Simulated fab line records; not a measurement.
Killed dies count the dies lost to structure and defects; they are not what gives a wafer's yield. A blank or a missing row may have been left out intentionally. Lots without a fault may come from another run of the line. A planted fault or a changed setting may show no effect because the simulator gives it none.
Matching of chambers :: flow n5_finfet :: 4 sister chambers for N5_MIM_BOT_ETCH_STRIP_01 on rie_diel-01
The step strips in O2. 4 wafers are shown with their chamber, then 11 later ones without.

## WAFERS PAIRED WITH THEIR CHAMBERS
wafer: L080.1
chamber: 1
showerhead_plenum_p_Torr (Torr): 2.18

wafer: L088.1
chamber: 3
showerhead_plenum_p_Torr (Torr): 2.01

wafer: L088.6
chamber: 2
showerhead_plenum_p_Torr (Torr): 2.05

wafer: L087.1
chamber: 0
showerhead_plenum_p_Torr (Torr): 2.15

## WAFERS WHOSE CHAMBER IS MISSING
wafer: L087.2
showerhead_plenum_p_Torr (Torr): 2.17

wafer: L087.4
showerhead_plenum_p_Torr (Torr): 2.01

wafer: L086.2
showerhead_plenum_p_Torr (Torr): 2.00

wafer: L086.4
showerhead_plenum_p_Torr (Torr): 2.17

wafer: L086.6
showerhead_plenum_p_Torr (Torr): 2.15

wafer: L094.4
showerhead_plenum_p_Torr (Torr): 2.16

wafer: L094.5
showerhead_plenum_p_Torr (Torr): 2.14

wafer: L094.6
showerhead_plenum_p_Torr (Torr): 2.16

wafer: L097.1
showerhead_plenum_p_Torr (Torr): 2.16

wafer: L097.4
showerhead_plenum_p_Torr (Torr): 2.00

wafer: L097.6
showerhead_plenum_p_Torr (Torr): 2.00

## CHAMBER TAKEN BY EACH
wafer: L087.2
from the rows above: can't be placed: 1 or 0
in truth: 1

wafer: L087.4
from the rows above: 3
in truth: 3

wafer: L086.2
from the rows above: 3
in truth: 3

wafer: L086.4
from the rows above: can't be placed: 1 or 0
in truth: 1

wafer: L086.6
from the rows above: 0
in truth: 0

wafer: L094.4
from the rows above: can't be placed: 0 or 1
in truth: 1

wafer: L094.5
from the rows above: 0
in truth: 0

wafer: L094.6
from the rows above: can't be placed: 0 or 1
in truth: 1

wafer: L097.1
from the rows above: can't be placed: 0 or 1
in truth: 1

wafer: L097.4
from the rows above: 3
in truth: 3

wafer: L097.6
from the rows above: 3
in truth: 3
Placed correctly: 6 of 11. Unplaceable from these rows: 5, with the true chamber sitting among the candidates in 5. 0 placed wrongly.
How it was worked out, from the rows above alone: a wafer's distance from a chamber is the root of the sum, over the readings, of the square of ((its reading less the chamber's mean) divided by the reading's scatter). The wafer belongs to the nearest chamber; if the next one is less than 2 further off, it can't be placed. The mean given for a chamber averages the wafers shown for that chamber. The scatter: with one shown wafer a chamber, the root of the mean of the squares of how far each hidden wafer lies from its nearest shown one.
